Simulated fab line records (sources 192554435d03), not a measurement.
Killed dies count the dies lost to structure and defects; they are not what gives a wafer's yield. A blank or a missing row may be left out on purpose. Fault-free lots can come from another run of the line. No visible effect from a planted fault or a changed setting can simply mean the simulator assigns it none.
The tool behind it: which one? / flow n5 finfet / Sampling: 10 lots, 30 wafers, 5 of 1938 route steps

## WHAT EACH GAUGE READ, for each wafer
N5_BEOL_M3_OCD_MEAS_38.
lot=L247; measured=day 7 09:43; on=ocd-02; trench depth nm (nm)=55.2 56.1 56.3
lot=L249; measured=day 7 16:32; on=ocd-02; trench depth nm (nm)=56.2 55.1 54.2
lot=L248; measured=day 7 17:16; on=ocd-02; trench depth nm (nm)=56.2 56.8 56.7
lot=L254; measured=day 8 23:30; on=ocd-01; trench depth nm (nm)=55.4 57.0 57.2
lot=L257; measured=day 9 20:35; on=ocd-01; trench depth nm (nm)=- - -
lot=L258; measured=day 10 06:14; on=ocd-02; trench depth nm (nm)=- - -
lot=L264; measured=day 11 09:17; on=ocd-01; trench depth nm (nm)=56.2 55.4 55.8
lot=L265; measured=day 12 02:38; on=ocd-02; trench depth nm (nm)=55.7 56.2 55.8
lot=L266; measured=day 12 03:07; on=ocd-01; trench depth nm (nm)=55.6 56.4 55.1
lot=L269; measured=day 12 19:31; on=ocd-02; trench depth nm (nm)=54.9 56.5 55.9

## WHICH TOOL RAN EACH LOT (tool, then ch and the chambers of the sampled wafers, then the start)
lot=L247; N5_BEOL_M2_ANNEAL_80=pvd sputter-02, day 6 21:05; N5_BEOL_M2_SPUTTER_94=pvd sputter-02, day 6 22:19; N5_BEOL_M3_ILD_DEP_00=pecvd-04 ch 0,1,2, day 6 23:40; N5_BEOL_M3_PECVD_72=pecvd-01 ch 0,1,2, day 6 23:46
lot=L249; N5_BEOL_M2_ANNEAL_80=pvd sputter-03, day 7 04:11; N5_BEOL_M2_SPUTTER_94=pvd sputter-03, day 7 05:25; N5_BEOL_M3_ILD_DEP_00=pecvd-04 ch 0,1,2, day 7 06:45; N5_BEOL_M3_PECVD_72=pecvd-01 ch 0,1,2, day 7 06:52
lot=L248; N5_BEOL_M2_ANNEAL_80=pvd sputter-03, day 7 06:01; N5_BEOL_M2_SPUTTER_94=pvd sputter-03, day 7 07:16; N5_BEOL_M3_ILD_DEP_00=pecvd-01 ch 0,2, day 7 08:37; N5_BEOL_M3_PECVD_72=pecvd-04 ch 0,2, day 7 08:43
lot=L254; N5_BEOL_M2_ANNEAL_80=pvd sputter-02, day 8 11:10; N5_BEOL_M2_SPUTTER_94=pvd sputter-02, day 8 12:25; N5_BEOL_M3_ILD_DEP_00=pecvd-03 ch 1,2, day 8 13:49; N5_BEOL_M3_PECVD_72=pecvd-01 ch 1,2, day 8 13:56
lot=L257; N5_BEOL_M2_ANNEAL_80=pvd sputter-02, day 9 09:46; N5_BEOL_M2_SPUTTER_94=pvd sputter-02, day 9 11:00; N5_BEOL_M3_ILD_DEP_00=pecvd-04 ch 1,2, day 9 12:28; N5_BEOL_M3_PECVD_72=pecvd-03 ch 0,2, day 9 12:35
lot=L258; N5_BEOL_M2_ANNEAL_80=pvd sputter-01, day 9 19:35; N5_BEOL_M2_SPUTTER_94=pvd sputter-01, day 9 20:49; N5_BEOL_M3_ILD_DEP_00=pecvd-01 ch 0,2, day 9 22:10; N5_BEOL_M3_PECVD_72=pecvd-01 ch 0,1, day 9 22:16
lot=L264; N5_BEOL_M2_ANNEAL_80=pvd sputter-01, day 10 21:34; N5_BEOL_M2_SPUTTER_94=pvd sputter-01, day 10 22:48; N5_BEOL_M3_ILD_DEP_00=pecvd-04 ch 0,1, day 11 00:08; N5_BEOL_M3_PECVD_72=pecvd-01 ch 0,2, day 11 00:14
lot=L265; N5_BEOL_M2_ANNEAL_80=pvd sputter-01, day 11 13:07; N5_BEOL_M2_SPUTTER_94=pvd sputter-01, day 11 14:21; N5_BEOL_M3_ILD_DEP_00=pecvd-01 ch 0,1,2, day 11 15:41; N5_BEOL_M3_PECVD_72=pecvd-03 ch 0,1,2, day 11 15:47
lot=L266; N5_BEOL_M2_ANNEAL_80=pvd sputter-01, day 11 18:17; N5_BEOL_M2_SPUTTER_94=pvd sputter-01, day 11 19:32; N5_BEOL_M3_ILD_DEP_00=pecvd-04 ch 0,1,2, day 11 20:52; N5_BEOL_M3_PECVD_72=pecvd-01 ch 1,2, day 11 20:58
lot=L269; N5_BEOL_M2_ANNEAL_80=pvd sputter-02, day 12 07:19; N5_BEOL_M2_SPUTTER_94=pvd sputter-02, day 12 08:34; N5_BEOL_M3_ILD_DEP_00=pecvd-01 ch 1,2, day 12 09:55; N5_BEOL_M3_PECVD_72=pecvd-04 ch 0,1,2, day 12 10:01
- N5_BEOL_M2_ANNEAL_80: time 240 s.
- N5_BEOL_M2_SPUTTER_94: material Cu, target thk 4.5 nm, time 8.29 s.
- N5_BEOL_M3_ILD_DEP_00: deposits SiOC from DEMS/O2, target thk 79 nm, time 15.3 s.
- N5_BEOL_M3_PECVD_72: deposits SiO2 from TEOS/O2, target thk 16 nm, time 18 s.

## THE ANSWER, worked out from the rows above alone
Rule: the lots themselves supply what counts as usual. Put in order of their means at a reading, lots are off if they are a third of the lots or fewer, leave a main group of 4 or more, and stand apart from it by a gap of 3 or more times the standard deviation of the main group's means; of several such gaps the widest counts. If all means in a main group match to the digits the tables above print for the reading, that group is not used. A lot without any number at a reading at which 4 lots or more have one is off too. Any other lot the step has rows for is counted as sound.
Off: L257, L258, at N5_BEOL_M3_OCD_MEAS_38 (trench depth nm). Without a number there: L257, L258. Main group: mean 55.9 nm, sd 0.43.
If a tool, at a process step before that reading, ran all the lots that are off and no sound lot after the first of them, it fits. Those tools and the gauges at N5_BEOL_M3_OCD_MEAS_38 are tried in the same way. Not one of the candidates tried fits.

## WHAT THE SIMULATOR PUT IN
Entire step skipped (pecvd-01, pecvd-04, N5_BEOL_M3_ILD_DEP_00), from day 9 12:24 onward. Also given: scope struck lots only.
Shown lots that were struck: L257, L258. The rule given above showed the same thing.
